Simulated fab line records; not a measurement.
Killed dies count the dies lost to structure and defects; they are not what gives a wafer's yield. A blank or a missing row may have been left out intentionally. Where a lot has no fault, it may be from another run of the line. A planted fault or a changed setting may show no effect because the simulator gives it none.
Matching of chambers	flow n5Finfet	N5_BEOL_M13_VIA_ETCH_16 on rieDiel-02: 4 sister chambers
The step etches SiOC in C4F8/O2/Ar, target depth 921.7 nm. 20 wafers are shown with their chamber, then 10 later ones without.

== WAFERS PAIRED WITH THEIR CHAMBERS ==
wafer	chamber	drypumpMotorCurrentA (A)	throttleValvePct (%)	showerheadPlenumPTorr (Torr)
L076.2	0	5.8	24.5	3.35
L076.5	2	5.9	24.6	3.26
L076.6	1	4.8	24.7	3.45
L077.2	3	5.4	23.9	3.58
L077.3	2	5.8	24.6	3.26
L077.6	0	5.8	24.5	3.34
L079.2	0	5.8	24.5	3.34
L079.3	2	5.8	24.6	3.25
L079.4	3	5.4	23.9	3.58
L082.1	1	4.8	24.8	3.44
L082.3	0	5.8	24.5	3.34
L082.6	1	4.8	24.8	3.44
L085.2	1	4.8	24.7	3.44
L085.3	0	5.8	24.5	3.34
L085.6	3	5.4	23.9	3.57
L084.1	0	5.8	24.5	3.33
L084.3	3	5.4	23.9	3.57
L084.5	1	4.8	24.8	3.44
L090.2	0	5.8	24.5	3.33
L090.3	2	5.8	24.4	3.64

SIGNATURES (averages over the wafers above)
reading	chamber 0	chamber 1	chamber 2	chamber 3	scatter within a chamber
drypumpMotorCurrentA	5.800	4.800	5.825	5.400	0.0217
throttleValvePct	24.500	24.760	24.550	23.900	0.0512
showerheadPlenumPTorr	3.3386	3.4420	3.3525	3.5750	0.0832
Rule: for a wafer and a chamber, the distance is found by dividing, reading by reading, the gap between the wafer's reading and the chamber's mean by the reading's scatter, squaring, summing and taking the root. If the next closest chamber is less than 2 further off than the closest, the wafer can't be placed; otherwise it belongs to the closest. How the scatter is found: for the shown wafers, subtract from each reading the mean of its chamber, square and add these, divide the total by (wafers less chambers), then take the root.

== WAFERS WITH NO CHAMBER GIVEN ==
wafer	drypumpMotorCurrentA (A)	throttleValvePct (%)	showerheadPlenumPTorr (Torr)
L090.6	5.9	24.4	3.64
L092.3	4.9	24.8	3.43
L092.5	5.8	24.6	3.33
L092.6	5.4	23.9	3.56
L094.1	5.8	24.6	3.32
L094.3	5.4	23.9	3.56
L094.4	5.8	24.4	3.64
L097.2	5.9	24.4	3.64
L097.3	5.4	24.0	3.56
L097.6	4.8	24.8	3.43

== WHICH CHAMBER EACH ONE RAN IN ==
wafer	from the rows above	in truth
L090.6	can't be placed: 2 or 0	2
L092.3	1	1
L092.5	can't be placed: 2 or 0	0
L092.6	3	3
L094.1	can't be placed: 2 or 0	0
L094.3	3	3
L094.4	can't be placed: 0 or 2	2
L097.2	can't be placed: 2 or 0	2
L097.3	3	3
L097.6	1	1
Correct placement for 5 of the 10. These rows do not allow placing 5 (true chamber among the candidates in 5). 0 placed wrongly.
